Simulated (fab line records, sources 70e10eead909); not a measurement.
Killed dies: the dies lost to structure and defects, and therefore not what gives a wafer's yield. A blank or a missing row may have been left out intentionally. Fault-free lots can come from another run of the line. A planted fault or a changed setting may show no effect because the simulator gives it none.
Chamber matching + flow nandHarc + NHARC_A_M0_DEP_32 on pecvd-02 has 3 sister chambers
The step deposits SiCN, target thk 30 nm. 16 wafers are shown with their chamber, then 8 later ones without.

## WAFERS PAIRED WITH THEIR CHAMBERS
| wafer  | chamber | heaterPowerW (W) | susceptorTempC (C) |
|--------|---------|------------------|--------------------|
| L078.3 | 2       | 494              | 369.83             |
| L078.4 | 2       | 504              | 369.89             |
| L078.5 | 0       | 596              | 370.16             |
| L085.2 | 2       | 515              | 370.17             |
| L085.5 | 2       | 515              | 370.21             |
| L085.6 | 1       | 544              | 370.39             |
| L086.1 | 0       | 577              | 370.27             |
| L086.2 | 1       | 580              | 370.11             |
| L086.4 | 0       | 575              | 370.19             |
| L090.3 | 1       | 551              | 370.02             |
| L090.4 | 1       | 550              | 370.11             |
| L090.6 | 2       | 514              | 369.81             |
| L091.1 | 0       | 581              | 370.16             |
| L091.2 | 1       | 619              | 369.69             |
| L091.4 | 0       | 579              | 370.01             |
| L093.4 | 0       | 583              | 370.33             |

SIGNATURES (averages over the wafers above)
| reading        | chamber 0 | chamber 1 | chamber 2 | scatter within a chamber |
|----------------|-----------|-----------|-----------|--------------------------|
| heaterPowerW   | 581.83    | 568.80    | 508.40    | 18.7                     |
| susceptorTempC | 370.1867  | 370.0640  | 369.9820  | 0.188                    |
Rule: for a wafer and a chamber, the distance is found by dividing, reading by reading, the gap between the wafer's reading and the chamber's mean by the reading's scatter, squaring, summing and taking the root. The wafer belongs to the nearest chamber; if the next one is less than 2 further off, it can't be placed. How the scatter is found: for the shown wafers, subtract from each reading the mean of its chamber, square and add these, divide the total by (wafers less chambers), then take the root.

## WAFERS WITHOUT THEIR CHAMBER
| wafer  | heaterPowerW (W) | susceptorTempC (C) |
|--------|------------------|--------------------|
| L093.5 | 512              | 370.19             |
| L093.6 | 607              | 370.39             |
| L095.1 | 551              | 369.91             |
| L095.4 | 542              | 369.63             |
| L095.6 | 524              | 370.14             |
| L096.2 | 518              | 370.33             |
| L096.5 | 622              | 369.95             |
| L096.6 | 518              | 370.08             |

## CHAMBER TAKEN BY EACH
| wafer  | from the rows above          | in truth |
|--------|------------------------------|----------|
| L093.5 | can't be placed: 2 or 1      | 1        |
| L093.6 | can't be placed: 0 or 1      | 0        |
| L095.1 | can't be placed: 1 or 0 or 2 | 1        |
| L095.4 | can't be placed: 2 or 1 or 0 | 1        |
| L095.6 | can't be placed: 2 or 1 or 0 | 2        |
| L096.2 | can't be placed: 2 or 1 or 0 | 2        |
| L096.5 | can't be placed: 0 or 1      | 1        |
| L096.6 | can't be placed: 2 or 1      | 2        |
Placed correctly: 0 of 8. Cannot be placed on the basis of these rows: 8; the candidates contain the true chamber in 8. Number placed wrongly: 0.
